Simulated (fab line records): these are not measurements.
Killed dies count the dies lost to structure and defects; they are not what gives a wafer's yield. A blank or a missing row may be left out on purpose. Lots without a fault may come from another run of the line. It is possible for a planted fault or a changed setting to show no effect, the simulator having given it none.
What tool caused it?    flow nand_harc    12 lots, 36 wafers sampled, at 5 steps of a route of 1302

WHAT THE GAUGES READ, wafer by wafer
NHARC_END_SORT_01. Usual: killed_at_array 56, standard deviation 19; killed_at_other 0.8, standard deviation 1.1; killed_at_periphery 3.4, standard deviation 2.5; killed_dies 60, standard deviation 19; killed_open 2.9, standard deviation 1.7; killed_short 2.4, standard deviation 1.6.
lot   measured      on         killed_at_array  killed_at_other  killed_at_periphery  killed_dies  killed_open  killed_short  flag
L538  day 27 16:59  prober-01  47 39 44         3 3 1            3 5 8                53 47 53     3 1 2        4 0 4         
L549  day 31 10:25  prober-02  32 16 29         0 0 1            2 97 4               34 113 34    1 2 7        5 1 4         OFF
L550  day 31 17:56  prober-02  61 75 50         0 0 0            2 5 100              63 80 150    3 1 3        3 2 3         OFF
L551  day 31 23:03  prober-01  44 41 36         1 1 1            3 107 1              48 149 38    3 0 3        4 3 1         OFF
L553  day 33 12:05  prober-02  50 61 60         1 0 2            4 2 1                55 63 63     2 4 1        1 3 3         

EACH LOT AND THE TOOL THAT RAN IT (in order: tool; ch and the chambers of the sampled wafers; start)
lot   NHARC_P_CONTACT_ETCH_36             NHARC_THIN_TSV_DEGAS_53       NHARC_THIN_TSV_PRE_CLEAN_54   NHARC_THIN_TSV_ETCH_36
L532  rie_diel-13 ch 1,2,3, day 5 20:45   pvd_sputter-02, day 23 19:02  pvd_sputter-02, day 23 19:08  rie_metal-01 ch 0,1, day 23 20:45
L533  rie_diel-04 ch 0,2,3, day 6 09:51   pvd_sputter-01, day 24 12:40  pvd_sputter-01, day 24 12:43  rie_metal-03 ch 0,1, day 24 14:23
L535  rie_diel-13 ch 0,2,3, day 7 02:22   pvd_sputter-01, day 24 18:36  pvd_sputter-01, day 24 18:41  rie_metal-02 ch 1, day 24 20:17
L537  rie_diel-04 ch 1,2, day 7 21:46     pvd_sputter-03, day 26 22:29  pvd_sputter-03, day 26 22:33  rie_metal-01 ch 0,1, day 27 00:10
L538  rie_diel-13 ch 1,3, day 8 10:47     pvd_sputter-01, day 26 23:48  pvd_sputter-01, day 26 23:53  rie_metal-02 ch 0,1, day 27 01:30
L539  rie_diel-04 ch 0,2, day 9 00:59     pvd_sputter-02, day 26 21:16  pvd_sputter-02, day 26 21:22  rie_metal-03 ch 0,1, day 26 22:58
L541  rie_diel-13 ch 0,2, day 9 21:24     pvd_sputter-01, day 28 01:01  pvd_sputter-01, day 28 01:04  rie_metal-03 ch 0,1, day 28 02:33
L549  rie_diel-13 ch 1,3, day 13 02:41    pvd_sputter-01, day 30 23:24  pvd_sputter-01, day 30 23:28  rie_metal-01 ch 0, day 31 01:07
L550  rie_diel-13 ch 1,2,3, day 13 12:55  pvd_sputter-02, day 31 06:34  pvd_sputter-02, day 31 06:38  rie_metal-02 ch 0,1, day 31 08:11
L551  rie_diel-13 ch 1,2,3, day 13 22:16  pvd_sputter-03, day 31 13:01  pvd_sputter-03, day 31 13:05  rie_metal-03 ch 0,1, day 31 14:35
L553  rie_diel-04 ch 0,1,3, day 14 22:41  pvd_sputter-02, day 33 00:57  pvd_sputter-02, day 33 01:03  rie_metal-02 ch 0,1, day 33 02:43
L554  rie_diel-08 ch 1,2, day 15 07:22    pvd_sputter-02, day 33 12:37  pvd_sputter-02, day 33 12:43  rie_metal-02 ch 0,1, day 33 14:19
- NHARC_P_CONTACT_ETCH_36: etches the open film in N2/H2, target depth 260 nm, time 406.25 s.
- NHARC_THIN_TSV_DEGAS_53: time 60 s.
- NHARC_THIN_TSV_PRE_CLEAN_54: time 30 s.
- NHARC_THIN_TSV_ETCH_36: etches the open film in Cl2/BCl3, target depth 65 nm, time 18.571 s.

AS READ BY THE TOOLS THEMSELVES (means over the sampled wafers that have a number; for cases with no such wafer, the mark the record gives instead)
NHARC_P_CONTACT_ETCH_36. Usual: chamber_pressure_mTorr 30.001 mTorr, standard deviation 0.028; drypump_motor_current_A 5.6 A, standard deviation 0.31; oes_product_au 1.000 a.u., standard deviation 0.0094; rf_vpp_V 430.0 V, standard deviation 2.8; showerhead_plenum_p_Torr 2.02 Torr, standard deviation 0.093; throttle_valve_pct 14.170 %, standard deviation 0.0095.
lot   tool         chamber_pressure_mTorr (mTorr)  drypump_motor_current_A (A)  oes_product_au (a.u.)  rf_vpp_V (V)  showerhead_plenum_p_Torr (Torr)  throttle_valve_pct (%)  flag
L532  rie_diel-13  30.000                          5.6                          1.008                  430.2         2.03                             14.168                  
L533  rie_diel-04  30.009                          5.4                          1.010                  431.8         2.08                             14.175                  
L535  rie_diel-13  29.991                          5.5                          1.002                  428.9         2.00                             14.169                  
L537  rie_diel-04  30.001                          5.8                          0.999                  431.7         2.08                             14.166                  
L538  rie_diel-13  29.990                          6.0                          1.002                  430.9         2.07                             14.172                  
L539  rie_diel-04  30.014                          5.4                          1.003                  429.8         2.02                             14.172                  
L541  rie_diel-13  30.008                          5.5                          1.001                  431.1         2.03                             14.170                  
L549  rie_diel-13  30.020                          5.8                          1.001                  428.8         1.99                             14.162                  
L550  rie_diel-13  29.995                          5.6                          1.002                  430.1         2.03                             14.164                  
L551  rie_diel-13  30.020                          5.6                          1.008                  431.0         2.03                             14.177                  
L553  rie_diel-04  30.019                          5.5                          0.998                  428.9         2.00                             14.162                  
L554  rie_diel-08  30.028                          5.8                          1.001                  428.0         1.95                             14.175                  

NHARC_THIN_TSV_DEGAS_53. Usual: heater_power_w at 463 W, with a standard deviation of 40.
lot   tool            heater_power_w (W)  flag
L532  pvd_sputter-02  432                 
L533  pvd_sputter-01  475                 
L535  pvd_sputter-01  504                 
L537  pvd_sputter-03  436                 
L538  pvd_sputter-01  497                 
L539  pvd_sputter-02  487                 
L541  pvd_sputter-01  493                 
L549  pvd_sputter-01  512                 
L550  pvd_sputter-02  450                 
L551  pvd_sputter-03  428                 
L553  pvd_sputter-02  468                 
L554  pvd_sputter-02  455                 

NHARC_THIN_TSV_PRE_CLEAN_54. Usual: heater_power_w at 406 W, with a standard deviation of 35.
lot   tool            heater_power_w (W)  flag
L532  pvd_sputter-02  430                 
L533  pvd_sputter-01  387                 
L535  pvd_sputter-01  390                 
L537  pvd_sputter-03  371                 
L538  pvd_sputter-01  415                 
L539  pvd_sputter-02  433                 
L541  pvd_sputter-01  427                 
L549  pvd_sputter-01  387                 
L550  pvd_sputter-02  414                 
L551  pvd_sputter-03  376                 
L553  pvd_sputter-02  397                 
L554  pvd_sputter-02  398                 

NHARC_THIN_TSV_ETCH_36. Usual: chamber_pressure_mTorr 10.001 mTorr, standard deviation 0.0082; drypump_motor_current_A 6.0 A, standard deviation 0.55; oes_product_au 1.001 a.u., standard deviation 0.0094.
lot   tool          chamber_pressure_mTorr (mTorr)  drypump_motor_current_A (A)  oes_product_au (a.u.)  flag
L532  rie_metal-01  10.007                          6.3                          1.025                  
L533  rie_metal-03  10.005                          6.0                          0.998                  
L535  rie_metal-02  10.001                          5.9                          0.992                  
L537  rie_metal-01  10.000                          6.1                          1.003                  
L538  rie_metal-02  9.992                           5.9                          0.996                  
L539  rie_metal-03  10.006                          5.5                          0.990                  
L541  rie_metal-03  9.999                           5.5                          1.004                  
L549  rie_metal-01  10.002                          6.5                          1.017                  
L550  rie_metal-02  9.994                           6.0                          1.002                  
L551  rie_metal-03  9.997                           5.5                          0.996                  
L553  rie_metal-02  10.002                          6.1                          0.999                  
L554  rie_metal-02  9.997                           6.0                          1.002                  

THE ANSWER, worked out from the rows above alone
Rule: lot off if the mean of its wafers having a number is beyond 3 standard deviations from the usual mean. A lot without any number at a reading at which 4 lots or more have one is off too. All remaining lots with rows at the step are treated as sound. The gauges are gone through in route order, then the tools' own readings, and for those a lot's mean is taken as printed above. The first step at which some lot is off is used, and at that step the reading that is off furthest; a lot without a number counts as furthest.
Off: L549, L550, L551 (NHARC_END_SORT_01, killed_at_periphery). Neither off nor sound, because the step has no rows for them: L532, L533, L535, L537, L539, L541, L554.
If a tool, at a process step before that reading, ran all the lots that are off and no sound lot after the first of them, it fits. The gauges at NHARC_END_SORT_01 are tried like those tools. One candidate fits, namely rie_diel-13 at NHARC_P_CONTACT_ETCH_36. Its last sound lot is L538 (day 8 10:47), its first lot that is off L549 (day 13 02:41): a fault that began between those two fits.

WHAT THE SIMULATOR PUT IN
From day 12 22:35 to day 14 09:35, rie_diel-13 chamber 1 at NHARC_P_CONTACT_ETCH_36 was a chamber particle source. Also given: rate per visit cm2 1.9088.
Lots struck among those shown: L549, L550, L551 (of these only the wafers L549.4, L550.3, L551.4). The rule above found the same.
